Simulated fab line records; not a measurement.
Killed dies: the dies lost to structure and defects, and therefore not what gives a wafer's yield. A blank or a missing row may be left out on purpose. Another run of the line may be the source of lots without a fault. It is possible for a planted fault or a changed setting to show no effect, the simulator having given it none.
What tool caused it? / flow nandHarc / 14 lots with 40 wafers sampled at 2 steps, on a route of 1302 steps

WHAT THE GAUGES SHOWED, per wafer
NHARC_A_SLIT_CD_MEAS_09: target cd 300 nm. Usual: cdNm reads 300.1 nm (standard deviation 0.48).
lot=L654; measured=day 20 05:13; on=cdSem-01; cdNm (nm)=300.7 301.2 300.4; flag=
lot=L655; measured=day 20 14:23; on=cdSem-01; cdNm (nm)=299.6 299.1 299.4; flag=
lot=L656; measured=day 20 17:20; on=cdSem-02; cdNm (nm)=301.0 300.7 300.4; flag=
lot=L657; measured=day 21 12:19; on=cdSem-02; cdNm (nm)=300.5 300.2 299.7; flag=
lot=L658; measured=day 22 10:55; on=cdSem-02; cdNm (nm)=298.9 299.8; flag=
lot=L660; measured=day 23 00:09; on=cdSem-03; cdNm (nm)=300.6 300.9; flag=
lot=L667; measured=day 25 18:34; on=cdSem-03; cdNm (nm)=299.5 300.3 298.9; flag=
lot=L668; measured=day 25 19:20; on=cdSem-02; cdNm (nm)=299.6 300.4 299.8; flag=
lot=L670; measured=day 27 01:13; on=cdSem-03; cdNm (nm)=300.4 299.9 300.5; flag=
lot=L669; measured=day 27 01:47; on=cdSem-03; cdNm (nm)=299.8 299.1 300.2; flag=
lot=L672; measured=day 27 22:57; on=cdSem-02; cdNm (nm)=300.3 300.9 300.5; flag=
lot=L675; measured=day 29 00:25; on=cdSem-03; cdNm (nm)=299.8 299.4 299.8; flag=
lot=L674; measured=day 29 01:50; on=cdSem-02; cdNm (nm)=300.3 300.3 300.1; flag=
lot=L676; measured=day 29 09:25; on=cdSem-03; cdNm (nm)=300.7 299.7 300.3; flag=

NHARC_A_SLIT_OVL_MEAS_10. Usual: overlayXNm -0.2 nm, standard deviation 0.91; overlayYNm -0.2 nm, standard deviation 0.7.
lot=L654; measured=day 20 05:18; on=overlay-02; overlayXNm (nm)=-0.1 -0.1 -0.6; overlayYNm (nm)=0.5 0.1 0.3; flag=
lot=L655; measured=day 20 14:28; on=overlay-01; overlayXNm (nm)=-0.4 -0.3 -0.2; overlayYNm (nm)=0.1 -0.9 -0.7; flag=
lot=L656; measured=day 20 17:25; on=overlay-01; overlayXNm (nm)=-0.2 -0.1 -0.2; overlayYNm (nm)=-0.1 -0.3 0.3; flag=
lot=L657; measured=day 21 12:25; on=overlay-01; overlayXNm (nm)=-0.9 -0.8 -0.6; overlayYNm (nm)=-0.2 -0.2 0.4; flag=
lot=L658; measured=day 22 11:00; on=overlay-02; overlayXNm (nm)=-0.2 -0.8; overlayYNm (nm)=1.6 1.4; flag=
lot=L660; measured=day 23 00:14; on=overlay-02; overlayXNm (nm)=-1.1 -1.6; overlayYNm (nm)=-0.3 -0.8; flag=
lot=L667; measured=day 25 18:39; on=overlay-02; overlayXNm (nm)=1.0 0.3 0.7; overlayYNm (nm)=0.0 -0.2 -0.4; flag=
lot=L668; measured=day 25 19:26; on=overlay-02; overlayXNm (nm)=-2.2 -2.5 -2.4; overlayYNm (nm)=-1.3 -0.5 -0.7; flag=
lot=L670; measured=day 27 01:19; on=overlay-02; overlayXNm (nm)=0.1 0.2 0.6; overlayYNm (nm)=0.4 -0.2 0.2; flag=
lot=L669; measured=day 27 01:53; on=overlay-01; overlayXNm (nm)=0.0 0.1 0.0; overlayYNm (nm)=-0.5 -0.1 0.1; flag=
lot=L672; measured=day 27 23:02; on=overlay-01; overlayXNm (nm)=-0.4 -1.4 -0.5; overlayYNm (nm)=0.8 0.5 0.5; flag=
lot=L675; measured=day 29 00:31; on=overlay-01; overlayXNm (nm)=-0.3 -0.7 -0.7; overlayYNm (nm)=-0.3 -0.6 -0.8; flag=
lot=L674; measured=day 29 01:56; on=overlay-01; overlayXNm (nm)=0.3 0.2 0.4; overlayYNm (nm)=-0.1 -0.1 0.5; flag=
lot=L676; measured=day 29 09:30; on=overlay-01; overlayXNm (nm)=0.1 0.3 0.4; overlayYNm (nm)=1.0 0.4 0.8; flag=

WHAT TOOL EACH LOT RAN ON (gives the tool, then ch and the chambers of the sampled wafers, and finally the start)
No process step before these readings appears in the record.

AS READ BY THE TOOLS THEMSELVES (means over the sampled wafers that have a number; for cases with no such wafer, the mark the record gives instead)
The record holds no such reading with a usual standard deviation.

THE ANSWER, worked out from the rows above alone
Rule: a lot is off if the mean of its wafers that have a number lies more than 3 standard deviations from the usual mean. Also off: a lot with no number at a reading for which 4 or more lots have one. Any other lot the step has rows for is counted as sound. The gauges are gone through in route order, then the tools' own readings, and for those a lot's mean is taken as printed above. The first step at which some lot is off is used, and at that step the reading that is off furthest; a lot without a number counts as furthest.
Across all readings shown, no lot is off: no conclusion can be drawn from this.

WHAT THE SIMULATOR HAD INSERTED
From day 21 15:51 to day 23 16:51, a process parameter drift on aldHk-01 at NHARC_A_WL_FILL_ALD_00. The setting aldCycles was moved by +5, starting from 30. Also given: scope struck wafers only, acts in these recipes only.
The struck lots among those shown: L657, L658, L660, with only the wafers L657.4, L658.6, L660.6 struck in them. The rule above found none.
